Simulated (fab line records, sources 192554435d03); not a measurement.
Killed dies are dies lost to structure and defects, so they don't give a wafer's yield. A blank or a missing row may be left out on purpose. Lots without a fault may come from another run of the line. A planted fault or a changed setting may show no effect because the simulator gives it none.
Chamber matching | flow n5_finfet | N5_BEOL_M13_ETCH_67 on rie_diel-01: 4 sister chambers
The step etches SiARC in CF4, target depth 143 nm, time 238.3 s. 7 wafers are shown with their chamber, then 8 later ones without.

WAFERS WITH THEIR CHAMBER
wafer  | chamber | throttle_valve_pct (%) | rf_fwd_power_W (W)
L079.5 | 1       | 16.3                   | 543.6
L081.6 | 3       | 15.3                   | 543.9
L080.1 | 3       | 15.2                   | 541.8
L085.2 | 0       | 16.1                   | 543.8
L085.4 | 1       | 15.7                   | 543.2
L085.5 | 0       | 16.1                   | 540.3
L087.2 | 2       | 15.7                   | 546.2

WAFERS WITHOUT THEIR CHAMBER
wafer  | throttle_valve_pct (%) | rf_fwd_power_W (W)
L087.4 | 15.6                   | 542.4
L087.6 | 15.6                   | 543.5
L092.2 | 15.7                   | 545.4
L092.3 | 15.3                   | 543.0
L092.5 | 15.8                   | 540.0
L097.1 | 15.7                   | 541.5
L097.3 | 15.8                   | 541.3
L097.5 | 15.3                   | 543.8

WHICH CHAMBER EACH WENT THROUGH
wafer  | from the rows above               | in truth
L087.4 | can't be placed: 3 or 1 or 0 or 2 | 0
L087.6 | can't be placed: 3 or 1 or 2 or 0 | 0
L092.2 | can't be placed: 2 or 1 or 3      | 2
L092.3 | 3                                 | 3
L092.5 | can't be placed: 0 or 1 or 3      | 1
L097.1 | can't be placed: 0 or 1 or 3 or 2 | 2
L097.3 | can't be placed: 0 or 1 or 3 or 2 | 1
L097.5 | can't be placed: 3 or 2           | 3
Placed correctly: 1 of 8. Can't be placed from these rows: 7 (the true chamber is among the candidates in 7). Placed wrongly: 0.
How it was worked out, from the rows above alone: a wafer's distance from a chamber is the root of the sum, over the readings, of the square of ((its reading less the chamber's mean) divided by the reading's scatter). The wafer belongs to the nearest chamber; if the next one is less than 2 further off, it can't be placed. A chamber's mean is the mean of its shown wafers. The scatter: the root of (the sum of the squares of (reading less its chamber's mean) over the shown wafers, divided by (wafers less chambers)).
